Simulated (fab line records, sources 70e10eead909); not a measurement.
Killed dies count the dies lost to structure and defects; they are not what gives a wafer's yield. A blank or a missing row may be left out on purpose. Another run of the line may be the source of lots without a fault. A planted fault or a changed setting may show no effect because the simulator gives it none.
Struck lot and sound lot, side by side ; flow nand-harc ; 22 steps out of a route of 1159
Sound: the wafers L484.1, L484.5, L484.6. Wafers L489.2, L489.3, L489.4 were the ones struck. The cause comes at the end.
Per side, at each step with rows, come the tool, then ch with its chambers, and then its first start. Under that, the readings that differ: sound wafers ; struck wafers ; difference of the means ; sigmas: that difference in standard deviations of wafers without a fault.
alike: a reading whose means differ by less than 2 such deviations, as well as words and numbers matching on both sides. not compared: withheld readings; readings where some wafer has no value; bounds like >300 that might hide an equal value; numbers whose values overlap and for which the record gives no deviation.
The two part at a step that has a row with sigmas, a row that says differs or no value, or rows on one side only. Numbers that have no deviation but don't overlap get no sigmas and don't part them. A reading missing from all wafers of one side parts the sides only when that side holds two or more wafers.

NHARC_P_CONTACT_CMP_24: polishes, t overpolish 30 s, target thk 200 nm.
  sound on cmp-04 ch 1,2,3, day 6 06:01; struck on cmp-02 ch 0,1,2, day 7 15:10
  alike: edge-zone-pressure-frac, motor-current-A, overpolish-run-s, slurry-filter-dp-kPa, time-to-endpoint-s
then, 1 step without rows for these wafers: NHARC_P_CONTACT_SRD_26.
NHARC_P_CONTACT_INSPECT_27:
  sound: defect-inspect-02 at day 6 06:22; struck: defect-inspect-02 at day 7 15:34
  alike: raw-defect-count
then, 8 steps without rows for these wafers: NHARC_P_M0_DEP_00 (deposits SiOC, target thk 150 nm); NHARC_P_M0_DEHYDRATE_01 (time 120 s); NHARC_P_M0_HMDS_02 (time 30 s); NHARC_P_M0_COAT_33 (time 65 s); NHARC_P_M0_COAT_03 (resist thk 90 nm); NHARC_P_M0_SOFTBAKE_04 (time 55 s); NHARC_P_M0_EBR_05; NHARC_P_M0_EXPOSE_06 (exposes mask P M0, target cd 90 nm).
NHARC_P_M0_PEB_07: peb time 65 s.
  sound on litho-track-04 ch 0, day 6 07:12; struck on litho-track-04 ch 0, day 7 16:23
then, 1 step without rows for these wafers: NHARC_P_M0_DEVELOP_08 (develop time 35 s).
NHARC_P_M0_CD_MEAS_09: the cd target is 90 nm.
  sound on cd-sem-02 ch 0, day 6 07:17; struck on cd-sem-02 ch 0, day 7 16:28
reading;sound;struck;difference;sigmas
cd-nm (nm);90.9 90.2 91.2;96.4 95.2 96.4;+5.2;+7
NHARC_P_M0_OVL_MEAS_10: pitch 180 nm.
  sound: overlay-01 at day 6 07:22; struck: overlay-01 at day 7 16:32
  alike: overlay-x-nm, overlay-y-nm
NHARC_P_M0_INSPECT_11:
  sound: defect-inspect-01 at day 6 07:24; struck: defect-inspect-01 at day 7 16:35
  alike: raw-defect-count
NHARC_P_M0_DESCUM_14: chemistry O2, time 3 s.
  sound on rie-diel-04 ch 0,3, day 6 07:28; struck on rie-diel-13 ch 0,1,3, day 7 16:39
reading;sound;struck;difference;sigmas
model.P_M0.cd-nm (nm);90.05 89.44 89.85;95.73 95.52 95.8;+5.90;
  alike: drypump-motor-current-A, oes-product-au, rf-vpp-V, showerhead-plenum-p-Torr, throttle-valve-pct
  not compared: rf-hours-counter-h
NHARC_P_M0_ETCH_34: etches the open film in N2/H2, target depth 40 nm, overetch 12 nm, time 43.94 s.
  sound on rie-diel-04 ch 0,2,3, day 6 07:34; struck on rie-diel-13 ch 0,1,2, day 7 16:44
  alike: drypump-motor-current-A, oes-product-au, rf-vpp-V, showerhead-plenum-p-Torr, throttle-valve-pct
  not compared: rf-hours-counter-h
NHARC_P_M0_ETCH_15: etches the open film in C4F8/Ar, target depth 150 nm, overetch 15 nm, time 82.5 s.
  sound on rie-diel-04 ch 0,3; struck on rie-diel-13 ch 0,1,3
reading;sound;struck;difference;sigmas
model.P_M0.cd-nm (nm);89.57 89.92 89.95;95.55 95.2 96.17;+5.83;
  alike: oes-product-au, rf-vpp-V
  not compared: rf-hours-counter-h
NHARC_P_M0_CD_MEAS_16:
  sound: cd-sem-01 at day 6 07:46; struck: cd-sem-03 at day 7 16:56
reading;sound;struck;difference;sigmas
cd-nm (nm);89.6 90.1 89.9;95.9 95.1 96.3;+5.9;+6
NHARC_P_M0_STRIP_18: strips in N2/H2.
  sound on rie-diel-13 ch 2,3, day 6 07:52; struck on rie-diel-09 ch 1,2,3, day 7 17:02
  alike: drypump-motor-current-A, oes-product-au, rf-vpp-V, showerhead-plenum-p-Torr, throttle-valve-pct
  not compared: rf-hours-counter-h
-- the record jumps here: 13 days lie between the struck wafers' starts before and after (it left off in module P_M0 and takes up again in module END, whose first step shown is number 1159 of the route) --
NHARC_END_SORT_01:
  sound on prober-01 ch 0, day 19 12:32; struck on prober-01 ch 0, day 21 02:32
  alike: defect-limited-yield, killed-at-array, killed-at-other, killed-at-periphery, killed-dies, killed-open, killed-short, sort_bin_2_pct, sort_bin_3_pct, sort_bin_4_pct, sort-n-pass, sort-rim-yield-pct, sort-yield-pct

== WHERE THEY PART ==
At NHARC_P_M0_CD_MEAS_09 first; at NHARC_P_M0_CD_MEAS_16 last (within this record only). Later steps at which nothing parts them and some readings are alike: NHARC_P_M0_STRIP_18, NHARC_END_SORT_01.

WHY: what the simulator had put in
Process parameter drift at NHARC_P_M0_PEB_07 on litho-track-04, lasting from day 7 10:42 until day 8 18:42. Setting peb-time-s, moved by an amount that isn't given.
